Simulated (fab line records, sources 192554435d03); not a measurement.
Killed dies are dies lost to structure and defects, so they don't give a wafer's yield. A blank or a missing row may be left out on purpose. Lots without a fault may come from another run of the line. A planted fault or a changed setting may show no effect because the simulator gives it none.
Split-lot experiment | flow n5_finfet | 7 lots, 21 wafers read, on a route of 1938 steps

THE SPLIT
At N5_BEOL_M6_EXPOSE_08 (exposes mask M6), the setting dose_mj was moved away from the recipe's 68.25 on 4 of the 21 wafers read, by -3.9% to +3.1%. The other wafers ran this setting at the recipe's value.

FROM THE SPLIT TO THE READING: what the file shows between them, 14 steps
- N5_BEOL_M6_PEB_09: peb time 60 s
- N5_BEOL_M6_DEVELOP_10: develop time 30 s
- N5_BEOL_M6_DESCUM_16: chemistry O2, time 7.9 s
- N5_BEOL_M6_ETCH_61: etches SiARC in CF4, target depth 45.5 nm, time 75.8 s
- N5_BEOL_M6_ETCH_62: etches SOC in N2/H2, target depth 110 nm, overetch 22 nm, time 165 s
- N5_BEOL_M6_STRIP_68: strips in N2/H2
- N5_BEOL_M6_STRIP_67: strips in CF4
- N5_BEOL_M6_HM_OPEN_17: chemistry Cl2/BCl3, target TiN, target depth 20 nm, overetch 6 nm
- N5_BEOL_M6_STRIP_19: strips in O2
- N5_BEOL_M6_CD_MEAS_18: pitch 80 nm, target cd 40 nm
- N5_BEOL_M6_COAT_63: time 60 s, resist thk 60 nm
- N5_BEOL_M6_COAT_64: time 60 s, resist thk 12 nm
- N5_BEOL_M6_PRECLEAN_42: cleans in residue remover, time 60 s
- N5_BEOL_M6_SRD_43: time 30 s

THE READING
cd_nm, in nm, at N5_BEOL_M6_CD_MEAS_35 (target cd 40 nm, target cd y 28 nm). Fault-free wafers of this fab line usually give 40.0 nm, standard deviation 0.5 nm.

wafer  | tool, chamber at the split | dose_mj as run | against the recipe | cd_nm, nm | against lot-mates on the recipe
L078.4 | arfi_scanner-02, 0         | 68.25          | recipe             | 39.6      | -
L078.5 | arfi_scanner-02, 0         | 68.25          | recipe             | 39.6      | -
L078.6 | arfi_scanner-02, 0         | 68.25          | recipe             | 39.6      | -
L082.1 | arfi_scanner-02, 0         | 65.6           | -3.9%              | 39.0      | -1.5
L082.3 | arfi_scanner-02, 0         | 68.25          | recipe             | 40.5      | -
L082.4 | arfi_scanner-02, 0         | 65.6           | -3.9%              | 38.8      | -1.7
L083.1 | arfi_scanner-03, 0         | 68.25          | recipe             | 40.2      | -
L083.4 | arfi_scanner-03, 0         | 70.38          | +3.1%              | 42.1      | +1.9
L083.5 | arfi_scanner-03, 0         | 70.38          | +3.1%              | 41.7      | +1.5
L086.2 | arfi_scanner-01, 0         | 68.25          | recipe             | 40.1      | -
L086.5 | arfi_scanner-01, 0         | 68.25          | recipe             | 40.0      | -
L086.6 | arfi_scanner-01, 0         | 68.25          | recipe             | 40.2      | -
L091.4 | arfi_scanner-01, 0         | 68.25          | recipe             | 39.3      | -
L091.5 | arfi_scanner-01, 0         | 68.25          | recipe             | 39.9      | -
L091.6 | arfi_scanner-01, 0         | 68.25          | recipe             | 39.3      | -
L095.2 | arfi_scanner-01, 0         | 68.25          | recipe             | 38.9      | -
L095.3 | arfi_scanner-01, 0         | 68.25          | recipe             | 39.6      | -
L095.6 | arfi_scanner-01, 0         | 68.25          | recipe             | 38.8      | -
L097.1 | arfi_scanner-02, 0         | 68.25          | recipe             | 40.0      | -
L097.2 | arfi_scanner-02, 0         | 68.25          | recipe             | 39.4      | -
L097.6 | arfi_scanner-02, 0         | 68.25          | recipe             | 40.4      | -

THE FIT
A straight line over all 21 wafers: cd_nm changes by +0.408 nm for each +1% of dose_mj; r = +0.75; the points scatter about the line by 0.57 nm.
The same after taking each lot's own level away (the mean of its wafers on the recipe; 21 wafers): +0.465 nm for each +1%; r = +0.94; scatter 0.27 nm.
On that fit, the largest move of dose_mj shifts the reading by 1.8 nm.
The lots' own levels span 39.10 to 40.50 nm, that is 2.8 times the standard deviation above.
So the lot-to-lot level blurs the effect unless lot-mates are compared.
Check: with one of the wafers moved furthest among these (-3.9%) left out of the fit, the line predicts -1.9 nm for it against its lot-mates. It came out at -1.5 nm against them.

OTHER SPLITS ON THESE WAFERS
These wafers also went through other splits before the reading. Each is held against what the fit with the lots' levels taken away leaves over:
other split on the same wafers | wafers away from the commonest value | r with cd_nm (lot level and that fit taken away)
N5_BEOL_M3_ILD_DEP_00 time_s   | 7                                    | -0.09
N5_BEOL_M3_ETCH_70 bias_w      | 4                                    | +0.23

THE WHOLE CHAIN: every reading that the file lists as answering this split, in the file's order
step                  | what it does                                                         | reading                                                               | change (the file's fit)               | r (the file's)
N5_BEOL_M6_ETCH_61    | etches SiARC in CF4, target depth 45.5 nm, time 75.8 s               | BEOL_M6.cd_offset_nm (the simulator's own value, which no gauge read) | +0.539 nm for each +1% of the setting | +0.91
N5_BEOL_M6_ETCH_62    | etches SOC in N2/H2, target depth 110 nm, overetch 22 nm, time 165 s | BEOL_M6.cd_offset_nm (the simulator's own value, which no gauge read) | +0.568 nm for each +1% of the setting | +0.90
N5_BEOL_M6_CD_MEAS_18 | pitch 80 nm, target cd 40 nm                                         | cd_nm                                                                 | +0.514 nm for each +1% of the setting | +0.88
N5_BEOL_M6_CD_MEAS_35 | target cd 40 nm, target cd y 28 nm                                   | cd_nm                                                                 | +0.462 nm for each +1% of the setting | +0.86

THE FILE'S OWN FIT
cd_nm changes by +0.462 nm for each +1% of dose_mj, r = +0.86.
